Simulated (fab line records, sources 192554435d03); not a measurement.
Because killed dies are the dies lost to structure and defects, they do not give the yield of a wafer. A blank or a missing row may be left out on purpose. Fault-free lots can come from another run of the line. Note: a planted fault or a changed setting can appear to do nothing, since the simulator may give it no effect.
Matching of chambers -- flow n5Finfet -- 3 sister chambers for N5_BEOL_M9_CURE_72 on uvCure-02
The step cures SiCOH lowk, time 120 s. 16 wafers are shown with their chamber, then 8 later ones without.

## WAFERS, EACH WITH ITS CHAMBER
wafer,chamber,wafer_temp_C_max,lampPowerPct (%)
L074.3,0,371.2,52.38
L074.4,0,371.3,52.35
L074.6,0,371.7,52.36
L076.1,0,370.9,52.26
L076.4,0,371.1,52.38
L076.6,0,371.2,52.28
L080.1,1,371.8,52.24
L080.3,1,373.1,52.42
L080.4,1,372.4,52.24
L081.2,2,371.0,52.23
L081.3,2,371.0,52.25
L081.4,2,371.5,52.29
L087.3,2,371.2,52.26
L087.4,2,371.1,52.26
L087.6,2,370.8,52.27
L085.2,1,372.2,52.29

SIGNATURES, as means of the wafers listed above
reading,chamber 0,chamber 1,chamber 2,scatter within a chamber
wafer_temp_C_max,371.233,372.375,371.100,0.342
lampPowerPct,52.3350,52.2975,52.2600,0.0535
Rule: for a wafer and a chamber, the distance is found by dividing, reading by reading, the gap between the wafer's reading and the chamber's mean by the reading's scatter, squaring, summing and taking the root. If the next closest chamber is less than 2 further off than the closest, the wafer can't be placed; otherwise it belongs to the closest. The scatter: the root of (the sum of the squares of (reading less its chamber's mean) over the shown wafers, divided by (wafers less chambers)).

## WAFERS WHOSE CHAMBER IS MISSING
wafer,wafer_temp_C_max,lampPowerPct (%)
L085.3,372.1,52.31
L085.6,372.5,52.29
L095.2,370.8,52.30
L095.4,371.2,52.27
L095.6,371.3,52.29
L097.1,371.4,52.33
L097.2,370.6,52.29
L097.5,371.2,52.22

## EACH ONE'S CHAMBER
wafer,from the rows above,in truth
L085.3,can't be placed: 1 or 0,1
L085.6,1,1
L095.2,can't be placed: 2 or 0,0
L095.4,can't be placed: 2 or 0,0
L095.6,can't be placed: 2 or 0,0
L097.1,can't be placed: 0 or 2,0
L097.2,can't be placed: 2 or 0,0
L097.5,can't be placed: 2 or 0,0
Correctly placed: 1 of 8. Can't be placed from these rows: 7 (the true chamber is among the candidates in 7). Number placed wrongly: 0.
